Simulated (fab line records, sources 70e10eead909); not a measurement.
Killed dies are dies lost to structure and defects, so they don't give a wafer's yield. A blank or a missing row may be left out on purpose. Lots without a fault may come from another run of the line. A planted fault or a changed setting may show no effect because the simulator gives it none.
Chamber matching | flow nand_harc | NHARC_P_GATE_ETCH_104 on rie_diel-07: 4 sister chambers
The step etches the open film in CF4/CHF3, target depth 60 nm. 16 wafers are shown with their chamber, then 8 later ones without.

WAFERS WITH THEIR CHAMBER
wafer  | chamber | drypump_motor_current_A (A) | rf_vpp_V (V) | throttle_valve_pct (%)
L806.1 | 3       | 5.55                        | 372.0        | 16.813
L806.2 | 2       | 5.84                        | 370.8        | 16.797
L806.5 | 3       | 5.55                        | 370.1        | 16.795
L807.3 | 3       | 5.56                        | 371.4        | 16.803
L807.4 | 0       | 5.81                        | 367.7        | 16.807
L807.5 | 3       | 5.55                        | 371.6        | 16.794
L808.2 | 0       | 5.82                        | 368.4        | 16.814
L808.5 | 3       | 5.54                        | 372.1        | 16.794
L808.6 | 0       | 5.82                        | 368.5        | 16.793
L809.1 | 0       | 5.87                        | 368.4        | 16.810
L809.4 | 1       | 5.86                        | 369.3        | 16.819
L809.6 | 1       | 5.87                        | 368.5        | 16.809
L811.1 | 3       | 5.55                        | 371.5        | 16.796
L811.3 | 2       | 5.84                        | 371.2        | 16.802
L811.6 | 1       | 5.87                        | 368.0        | 16.809
L813.3 | 0       | 5.86                        | 369.1        | 16.791

SIGNATURES (means of the wafers above)
reading                 | chamber 0 | chamber 1 | chamber 2 | chamber 3 | scatter within a chamber
drypump_motor_current_A | 5.8360    | 5.8667    | 5.8400    | 5.5500    | 0.0163
rf_vpp_V                | 368.420   | 368.600   | 371.000   | 371.450   | 0.613
throttle_valve_pct      | 16.80300  | 16.81233  | 16.79950  | 16.79917  | 0.00814
Rule: a wafer's distance from a chamber is the root of the sum, over the readings, of the square of ((its reading less the chamber's mean) divided by the reading's scatter). The wafer belongs to the nearest chamber; if the next one is less than 2 further off, it can't be placed. The scatter: the root of (the sum of the squares of (reading less its chamber's mean) over the shown wafers, divided by (wafers less chambers)).

WAFERS WITHOUT THEIR CHAMBER
wafer  | drypump_motor_current_A (A) | rf_vpp_V (V) | throttle_valve_pct (%)
L813.4 | 5.85                        | 371.5        | 16.792
L813.6 | 5.86                        | 368.5        | 16.812
L816.2 | 5.54                        | 371.2        | 16.806
L816.4 | 5.82                        | 371.6        | 16.804
L816.5 | 5.83                        | 370.4        | 16.791
L822.1 | 5.82                        | 371.1        | 16.800
L822.2 | 5.86                        | 369.8        | 16.804
L822.4 | 5.88                        | 368.8        | 16.799

WHICH CHAMBER EACH WENT THROUGH
wafer  | from the rows above          | in truth
L813.4 | 2                            | 2
L813.6 | can't be placed: 1 or 0      | 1
L816.2 | 3                            | 3
L816.4 | 2                            | 2
L816.5 | 2                            | 2
L822.1 | 2                            | 2
L822.2 | can't be placed: 1 or 2 or 0 | 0
L822.4 | can't be placed: 1 or 0      | 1
Placed correctly: 5 of 8. Can't be placed from these rows: 3 (the true chamber is among the candidates in 3). Placed wrongly: 0.
